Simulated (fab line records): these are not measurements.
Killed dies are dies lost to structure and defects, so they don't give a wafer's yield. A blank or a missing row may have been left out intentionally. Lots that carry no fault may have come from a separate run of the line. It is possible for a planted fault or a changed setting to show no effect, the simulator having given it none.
Which of the tools did it? | flow nandHarc | Sampling: 12 lots, 36 wafers, 5 of 1159 route steps

WHAT THE GAUGES READ, wafer by wafer
NHARC_P_BONDPAD_CD_MEAS_13.
lot  | measured     | on       | cdNm (nm)
L829 | day 6 11:50  | cdSem-03 | 494.6 493.0 497.6
L831 | day 6 15:02  | cdSem-03 | 499.9 501.0 497.3
L830 | day 7 00:34  | cdSem-02 | 499.1 495.6 497.8
L833 | day 7 04:13  | cdSem-02 | 496.8 496.1 494.8
L832 | day 7 09:14  | cdSem-02 | 501.6 501.8 498.9
L839 | day 8 19:09  | cdSem-03 | 498.2 498.5 495.8
L844 | day 9 14:24  | cdSem-03 | 499.2 497.5 498.2
L842 | day 9 15:10  | cdSem-02 | 496.9 497.1 498.8
L845 | day 10 15:50 | cdSem-02 | 499.9 493.7 496.4
L847 | day 10 23:35 | cdSem-02 | 499.2 499.5 500.3
L849 | day 11 07:17 | cdSem-01 | 495.2 498.2 498.4
L852 | day 11 21:50 | cdSem-02 | 499.9 496.0 501.2

NHARC_A_ONON_D1_THK_MEAS_21: measures by ellipsometry.
lot  | measured     | on           | thkNm (nm)
L829 | day 8 05:57  | filmMetro-02 | 994 995 994
L831 | day 8 05:56  | filmMetro-01 | 1016 1016 1017
L830 | day 8 14:03  | filmMetro-02 | 1002 1003 1004
L833 | day 8 14:16  | filmMetro-01 | 990 990 989
L832 | day 8 22:11  | filmMetro-01 | 984 984 984
L839 | day 10 07:28 | filmMetro-02 | 1013 675 675
L844 | day 11 03:38 | filmMetro-02 | 998 997 996
L842 | day 11 03:38 | filmMetro-01 | 984 647 985
L845 | day 12 01:47 | filmMetro-02 | 996 995 995
L847 | day 12 10:20 | filmMetro-02 | 1009 1010 1010
L849 | day 12 21:23 | filmMetro-02 | 1011 1011 1010
L852 | day 13 09:35 | filmMetro-02 | 1020 1016 1016

NHARC_A_CHANNEL_HOLE_D1_OVL_MEAS_11.
lot  | measured     | on         | overlayXNm (nm) | overlayYNm (nm)
L829 | day 8 17:37  | overlay-02 | 1.4 1.3 0.9     | -0.8 -0.9 -0.9
L831 | day 8 17:27  | overlay-01 | 0.2 0.0 -0.1    | -1.4 -1.9 -1.4
L830 | day 8 21:48  | overlay-01 | -1.4 -1.8 -1.8  | -1.3 -1.5 -1.4
L833 | day 8 23:38  | overlay-01 | -0.4 -1.1 -0.7  | -1.0 -1.2 -1.6
L832 | day 9 06:09  | overlay-01 | 0.3 0.3 0.4     | -0.1 -0.5 -0.3
L839 | day 10 16:44 | overlay-01 | -0.4            | 1.4
L844 | day 11 08:38 | overlay-01 | -0.9 0.1 -0.1   | -0.3 -0.5 -0.1
L842 | day 11 09:05 | overlay-01 | -0.3 -0.2       | 0.6 0.0
L845 | day 12 06:53 | overlay-02 | 0.1 -0.2 -0.3   | 1.2 1.0 1.1
L847 | day 12 15:19 | overlay-02 | -1.2 -1.0 -1.3  | -0.6 0.2 -0.6
L849 | day 13 04:14 | overlay-01 | 0.3 0.6 0.3     | -1.4 -1.3 -1.3
L852 | day 13 17:31 | overlay-02 | 0.3 0.3 1.0     | -0.8 -0.8 -0.9

NHARC_A_CHANNEL_HOLE_D1_INSPECT_12.
lot  | measured     | on               | rawDefectCount
L829 | day 8 17:38  | defectInspect-02 | 2 6 2
L831 | day 8 17:29  | defectInspect-02 | 13 5 10
L830 | day 8 21:50  | defectInspect-01 | 4 2 2
L833 | day 8 23:42  | defectInspect-02 | 5 6 2
L832 | day 9 06:11  | defectInspect-02 | 9 7 9
L839 | day 10 16:47 | defectInspect-02 | 5
L844 | day 11 08:41 | defectInspect-01 | 5 3 5
L842 | day 11 09:07 | defectInspect-02 | 8 4
L845 | day 12 06:55 | defectInspect-02 | 7 5 5
L847 | day 12 15:20 | defectInspect-02 | 3 4 6
L849 | day 13 04:17 | defectInspect-01 | 6 4 8
L852 | day 13 17:33 | defectInspect-01 | 8 6 10

TOOL THAT RAN EACH LOT (tool first, then ch and the chambers of the sampled wafers, then the start)
lot  | NHARC_A_ONON_D1_DEP_19
L829 | pecvdOnon-02 ch 0, day 8 05:26
L831 | pecvdOnon-03 ch 0, day 8 05:25
L830 | pecvdOnon-01 ch 0, day 8 13:32
L833 | pecvdOnon-02 ch 0, day 8 13:45
L832 | pecvdOnon-02 ch 0, day 8 21:44
L839 | pecvdOnon-01 ch 0, day 10 06:58
L844 | pecvdOnon-02 ch 0, day 11 03:11
L842 | pecvdOnon-01 ch 0, day 11 03:11
L845 | pecvdOnon-03 ch 0, day 12 01:23
L847 | pecvdOnon-02 ch 0, day 12 10:00
L849 | pecvdOnon-03 ch 0, day 12 20:53
L852 | pecvdOnon-03 ch 0, day 13 09:08
- NHARC_A_ONON_D1_DEP_19: target thk 1000 nm.

AS READ BY THE TOOLS THEMSELVES (means over the sampled wafers that have a number; for cases with no such wafer, the mark the record gives instead)
NHARC_A_ONON_D1_DEP_19.
lot  | tool         | n2FlowSccm (sccm)
L829 | pecvdOnon-02 | 2741
L831 | pecvdOnon-03 | 2741
L830 | pecvdOnon-01 | 2757
L833 | pecvdOnon-02 | 2743
L832 | pecvdOnon-02 | 2742
L839 | pecvdOnon-01 | 2744
L844 | pecvdOnon-02 | 2764
L842 | pecvdOnon-01 | 2742
L845 | pecvdOnon-03 | 2748
L847 | pecvdOnon-02 | 2745
L849 | pecvdOnon-03 | 2749
L852 | pecvdOnon-03 | 2752

THE ANSWER, worked out from the rows above alone
Rule: what is usual is taken from the lots themselves. Put in order of their means at a reading, lots are off if they are a third of the lots or fewer, leave a main group of 4 or more, and stand apart from it by a gap of 3 or more times the standard deviation of the main group's means; of several such gaps the widest counts. A main group is skipped when, at the precision printed for the reading in the tables above, its means are all equal. A lot without any number at a reading at which 4 lots or more have one is off too. Where the step has rows for the other lots, those lots are counted as sound. After the gauges, taken in route order, come the tools' own readings; for these a lot's mean is taken, as printed above. At the first step where some lot is off, the reading lying furthest off is the one used; lots without a number count as furthest.
Off: L839, L842 (NHARC_A_ONON_D1_THK_MEAS_21, thkNm). The main group has a mean of 1002 nm with a standard deviation of 11.
If a tool, at a process step before that reading, ran all the lots that are off and no sound lot after the first of them, it fits. Those tools and the gauges at NHARC_A_ONON_D1_THK_MEAS_21 are tried in the same way. One fits: NHARC_A_ONON_D1_DEP_19 on pecvdOnon-01. A fault onset in the window from L830 (day 8 13:32, its last sound lot) to L839 (day 10 06:58, its first lot off) fits.

WHAT HAD BEEN PUT IN BY THE SIMULATOR
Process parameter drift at NHARC_A_ONON_D1_DEP_19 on pecvdOnon-01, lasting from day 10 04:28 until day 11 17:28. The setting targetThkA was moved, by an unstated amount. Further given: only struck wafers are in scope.
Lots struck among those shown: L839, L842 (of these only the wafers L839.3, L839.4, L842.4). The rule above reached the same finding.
